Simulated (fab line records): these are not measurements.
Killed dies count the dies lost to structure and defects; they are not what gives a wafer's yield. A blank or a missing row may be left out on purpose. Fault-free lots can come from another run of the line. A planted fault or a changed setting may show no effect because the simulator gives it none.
Matching of chambers || flow nand harc || NHARC_P_M2_PRE_CLEAN_32 on pecvd-04 has 3 sister chambers
The step time 12 s. 3 wafers are shown with their chamber, then 7 later ones without.

== WAFERS, EACH WITH ITS CHAMBER ==
{"wafer": "L080.1", "chamber": 2, "heater power w (W)": 619}
{"wafer": "L092.1", "chamber": 1, "heater power w (W)": 572}
{"wafer": "L092.2", "chamber": 0, "heater power w (W)": 806}

== WAFERS WHOSE CHAMBER IS MISSING ==
{"wafer": "L092.4", "heater power w (W)": 617}
{"wafer": "L094.1", "heater power w (W)": 641}
{"wafer": "L094.3", "heater power w (W)": 612}
{"wafer": "L094.5", "heater power w (W)": 635}
{"wafer": "L095.2", "heater power w (W)": 556}
{"wafer": "L095.4", "heater power w (W)": 546}
{"wafer": "L095.5", "heater power w (W)": 657}

== EACH ONE'S CHAMBER ==
{"wafer": "L092.4", "from the rows above": 2, "in truth": 2}
{"wafer": "L094.1", "from the rows above": 2, "in truth": 2}
{"wafer": "L094.3", "from the rows above": "can't be placed: 2 or 1", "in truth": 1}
{"wafer": "L094.5", "from the rows above": 2, "in truth": 2}
{"wafer": "L095.2", "from the rows above": 1, "in truth": 1}
{"wafer": "L095.4", "from the rows above": 1, "in truth": 1}
{"wafer": "L095.5", "from the rows above": 2, "in truth": 2}
Placed correctly: 6 of 7. From these rows, 1 cannot be placed; in 1 the true chamber is one of the candidates. 0 placed wrongly.
How it was worked out, from the rows above alone: a wafer's distance from a chamber is the root of the sum, over the readings, of the square of ((its reading less the chamber's mean) divided by the reading's scatter). The wafer belongs to the nearest chamber; if the next one is less than 2 further off, it can't be placed. Each chamber's mean is taken over the wafers shown for it. The scatter: with one shown wafer a chamber, the root of the mean of the squares of how far each hidden wafer lies from its nearest shown one.
